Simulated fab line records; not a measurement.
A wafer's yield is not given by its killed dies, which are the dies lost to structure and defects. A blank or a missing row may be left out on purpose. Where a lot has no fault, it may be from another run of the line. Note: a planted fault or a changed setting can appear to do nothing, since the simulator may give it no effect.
Matching of chambers    flow n5 finfet    N5_BEOL_M0_SAQP_ETCH_101 on rie diel-05: 4 sister chambers
The step etches SiNx in CH3F/O2, target depth 29.9 nm, time 42.7 s. 4 wafers are shown with their chamber, then 7 later ones without.

WAFERS, EACH WITH ITS CHAMBER
wafer   chamber  showerhead plenum p Torr (Torr)
L077.1  0        2.05
L081.6  3        2.04
L083.3  1        2.07
L083.4  2        1.91

WAFERS WITH NO CHAMBER GIVEN
wafer   showerhead plenum p Torr (Torr)
L083.6  2.03
L089.3  2.07
L089.4  2.05
L089.6  2.07
L094.3  2.04
L094.4  2.03
L094.5  1.90

CHAMBER TAKEN BY EACH
wafer   from the rows above      in truth
L083.6  can't be placed: 3 or 0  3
L089.3  1                        1
L089.4  can't be placed: 0 or 3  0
L089.6  1                        1
L094.3  can't be placed: 3 or 0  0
L094.4  can't be placed: 3 or 0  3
L094.5  2                        2
3 of 7 placed correctly. Not placeable from these rows: 4 (in 4, the candidates include the true chamber). 0 placed wrongly.
How it was worked out, from the rows above alone: a wafer's distance from a chamber is the root of the sum, over the readings, of the square of ((its reading less the chamber's mean) divided by the reading's scatter). The wafer belongs to the nearest chamber; if the next one is less than 2 further off, it can't be placed. Each chamber's mean is taken over the wafers shown for it. The scatter: with one shown wafer a chamber, the root of the mean of the squares of how far each hidden wafer lies from its nearest shown one.
